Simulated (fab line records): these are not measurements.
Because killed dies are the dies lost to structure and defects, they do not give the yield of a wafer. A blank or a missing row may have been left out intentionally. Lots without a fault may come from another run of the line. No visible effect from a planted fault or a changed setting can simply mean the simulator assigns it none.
The tool behind it: which one? || flow n5_finfet || 29 wafers from 10 lots sampled at 3 of the route's 1938 steps

WHAT THE GAUGES SHOWED, per wafer
N5_BEOL_M7_CD_MEAS_11 targets a cd of 38.5 nm.
{"lot": "L694", "measured": "day 9 07:19", "on": "cd_sem-03", "cd_nm (nm)": "38.4 38.8 38.9"}
{"lot": "L695", "measured": "day 9 07:41", "on": "cd_sem-02", "cd_nm (nm)": "38.1 40.1 38.5"}
{"lot": "L696", "measured": "day 9 23:14", "on": "cd_sem-03", "cd_nm (nm)": "38.7 39.3 38.8"}
{"lot": "L702", "measured": "day 11 05:20", "on": "cd_sem-02", "cd_nm (nm)": "39.1 39.0 39.3"}
{"lot": "L712", "measured": "day 13 12:54", "on": "cd_sem-03", "cd_nm (nm)": "37.9 38.1 37.9"}
{"lot": "L711", "measured": "day 13 17:25", "on": "cd_sem-03", "cd_nm (nm)": "38.7 37.9 39.0"}
{"lot": "L709", "measured": "day 13 23:49", "on": "cd_sem-03", "cd_nm (nm)": "38.5 38.0 38.4"}
{"lot": "L713", "measured": "day 14 09:01", "on": "cd_sem-01", "cd_nm (nm)": "37.9 39.1"}
{"lot": "L714", "measured": "day 14 20:40", "on": "cd_sem-03", "cd_nm (nm)": "38.5 38.9 38.7"}
{"lot": "L715", "measured": "day 15 08:34", "on": "cd_sem-03", "cd_nm (nm)": "38.3 38.8 37.8"}

WHAT TOOL EACH LOT RAN ON (gives the tool, then ch and the chambers of the sampled wafers, and finally the start)
{"lot": "L694", "N5_BEOL_M6_ETCH_41": "rie_diel-01 ch 0,1,2, day 9 03:46 or earlier", "N5_BEOL_M6_CMP_52": "cmp-02 ch 0,1,2, day 9 03:46"}
{"lot": "L695", "N5_BEOL_M6_ETCH_41": "rie_diel-01 ch 1,3, day 9 04:20 or earlier", "N5_BEOL_M6_CMP_52": "cmp-01 ch 1,2,3, day 9 04:20"}
{"lot": "L696", "N5_BEOL_M6_ETCH_41": "rie_diel-02 ch 1,2,3, day 9 20:57 or earlier", "N5_BEOL_M6_CMP_52": "cmp-01 ch 0,2,3, day 9 20:57"}
{"lot": "L702", "N5_BEOL_M6_ETCH_41": "rie_diel-02 ch 0,1,2, day 11 03:33 or earlier", "N5_BEOL_M6_CMP_52": "cmp-03 ch 0,2,3, day 11 03:33"}
{"lot": "L712", "N5_BEOL_M6_ETCH_41": "rie_diel-02 ch 1,3, day 13 09:46 or earlier", "N5_BEOL_M6_CMP_52": "cmp-03 ch 1,2,3, day 13 09:46"}
{"lot": "L711", "N5_BEOL_M6_ETCH_41": "rie_diel-01 ch 0,1,3, day 13 14:58 or earlier", "N5_BEOL_M6_CMP_52": "cmp-03 ch 0,1,3, day 13 14:58"}
{"lot": "L709", "N5_BEOL_M6_ETCH_41": "rie_diel-02 ch 0,1, day 13 21:49 or earlier", "N5_BEOL_M6_CMP_52": "cmp-01 ch 1,2,3, day 13 21:49"}
{"lot": "L713", "N5_BEOL_M6_ETCH_41": "rie_diel-06 ch 0,2, day 14 06:34 or earlier", "N5_BEOL_M6_CMP_52": "cmp-01 ch 0,2, day 14 06:34"}
{"lot": "L714", "N5_BEOL_M6_ETCH_41": "rie_diel-06 ch 0,1,2, day 14 15:20 or earlier", "N5_BEOL_M6_CMP_52": "cmp-01 ch 0,1, day 14 15:20"}
{"lot": "L715", "N5_BEOL_M6_ETCH_41": "rie_diel-02 ch 0,1, day 15 05:44 or earlier", "N5_BEOL_M6_CMP_52": "cmp-03 ch 0,2, day 15 05:44"}
- N5_BEOL_M6_ETCH_41: etches SiCN in CH3F/O2, target depth 29.7 nm, time 52 s.
- N5_BEOL_M6_CMP_52: polishes, stops on SiCOH lowk, t overpolish 6.9 s, target thk 80 nm.

THE ANSWER, worked out from the rows above alone
Rule: the lots themselves supply what counts as usual. Put in order of their means at a reading, lots are off if they are a third of the lots or fewer, leave a main group of 4 or more, and stand apart from it by a gap of 3 or more times the standard deviation of the main group's means; of several such gaps the widest counts. If all means in a main group match to the digits the tables above print for the reading, that group is not used. Also off: a lot with no number at a reading for which 4 or more lots have one. Where the step has rows for the other lots, those lots are counted as sound.
Nothing can be told from this: no lot is off at any reading shown.

WHAT THE SIMULATOR HAD INSERTED
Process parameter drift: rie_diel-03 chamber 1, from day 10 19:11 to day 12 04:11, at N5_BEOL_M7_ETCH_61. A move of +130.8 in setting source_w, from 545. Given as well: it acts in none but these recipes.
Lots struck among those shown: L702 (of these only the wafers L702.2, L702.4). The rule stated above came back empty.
